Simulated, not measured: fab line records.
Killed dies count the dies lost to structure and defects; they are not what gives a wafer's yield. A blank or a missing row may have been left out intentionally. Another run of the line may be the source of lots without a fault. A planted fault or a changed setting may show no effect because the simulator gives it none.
Comparing a struck lot with a sound one -- flow nandHarc -- 14 steps out of a route of 1302
Sound: these wafers, L820.1, L820.3, L820.6. Struck: wafer L834.1 (left out: L834.2, L834.5 of the same lot, which were not struck); the cause appears at the end.
Each step with rows lists, per side, the tool, then ch with its chambers, then its first start. Under that, the readings that differ: sound wafers -- struck wafers -- difference of the means -- sigmas: that difference in standard deviations of wafers without a fault.
alike: readings whose means differ by less than 2 such deviations, and words and numbers that are the same on both sides. not compared: withheld readings, readings that some wafer has no value for, bounds like >300 that may hide the same value, and numbers for which the record gives no deviation and whose values overlap.
Wherever a step has rows on one side only, a row that says differs or no value, or a row with sigmas, the two part there. Non-overlapping numbers with no deviation appear without sigmas and do not part them. A reading that every wafer of one side lacks parts them only if that side has two wafers or more.

first, 2 steps without rows for these wafers: NHARC_A_DECK1_JOINT_ANNEAL_28 (time 1800 s); NHARC_A_DECK1_JOINT_ANNEAL_29 (time 1800 s).
NHARC_A_DECK1_JOINT_CMP_02: polishes SiOx.
  sound on cmp-03 ch 0,1, day 12 17:56; struck on cmp-04 ch 3, day 18 10:01
  alike: motorCurrentA
following that, these wafers have no rows for 1 step: NHARC_A_DECK1_JOINT_SRD_15.
NHARC_A_DECK1_JOINT_DEP_16: deposits SiO2, target thk 45 nm.
  sound on pecvd-03 ch 0,2, day 12 18:22; struck on pecvd-03 ch 1, day 18 10:28
  alike: heaterPowerW, showerheadVppV, throttleValvePct
NHARC_A_DECK1_JOINT_THK_MEAS_17: measures by ellipsometry.
  sound on filmMetro-01, day 12 18:37; struck on filmMetro-02, day 18 10:45
  alike: thkNm
NHARC_A_DECK1_JOINT_INSPECT_05:
  sound on defectInspect-01, day 12 18:39; struck on defectInspect-02, day 18 10:47
  alike: rawDefectCount
next comes 1 step that has no rows for these wafers: NHARC_A_ONON_D2_DEP_00 (target thickness 1000 nm).
NHARC_A_ONON_D2_THK_MEAS_02: measures by ellipsometry.
  sound on filmMetro-02, day 12 19:13; struck on filmMetro-01, day 18 11:22
  alike: thkNm
next comes 1 step that has no rows for these wafers: NHARC_A_ONON_D2_DEP_03 (target thickness 1000 nm).
NHARC_A_ONON_D2_THK_MEAS_05: measures by ellipsometry.
  sound on filmMetro-02, day 12 19:47; struck on filmMetro-02, day 18 11:56
  alike: thkNm
NHARC_A_ONON_D2_DEP_06: target thk 1000 nm.
  sound on pecvdOnon-02 ch 0, day 12 19:51; struck on pecvdOnon-04 ch 0, day 18 11:59
  alike: nh3FlowSccm
NHARC_A_ONON_D2_THK_MEAS_08: measures by ellipsometry.
  sound on filmMetro-02, day 12 20:22; struck on filmMetro-02, day 18 12:30
reading,sound,struck,difference,sigmas
thkNm (nm),1000 1000 1002,1441,+440,+44
next comes 1 step that has no rows for these wafers: NHARC_A_ONON_D2_DEP_09 (target thickness 1000 nm).

WHERE THEY PART
Within this record, at NHARC_A_ONON_D2_THK_MEAS_08 only.

WHY: the cause the simulator had injected
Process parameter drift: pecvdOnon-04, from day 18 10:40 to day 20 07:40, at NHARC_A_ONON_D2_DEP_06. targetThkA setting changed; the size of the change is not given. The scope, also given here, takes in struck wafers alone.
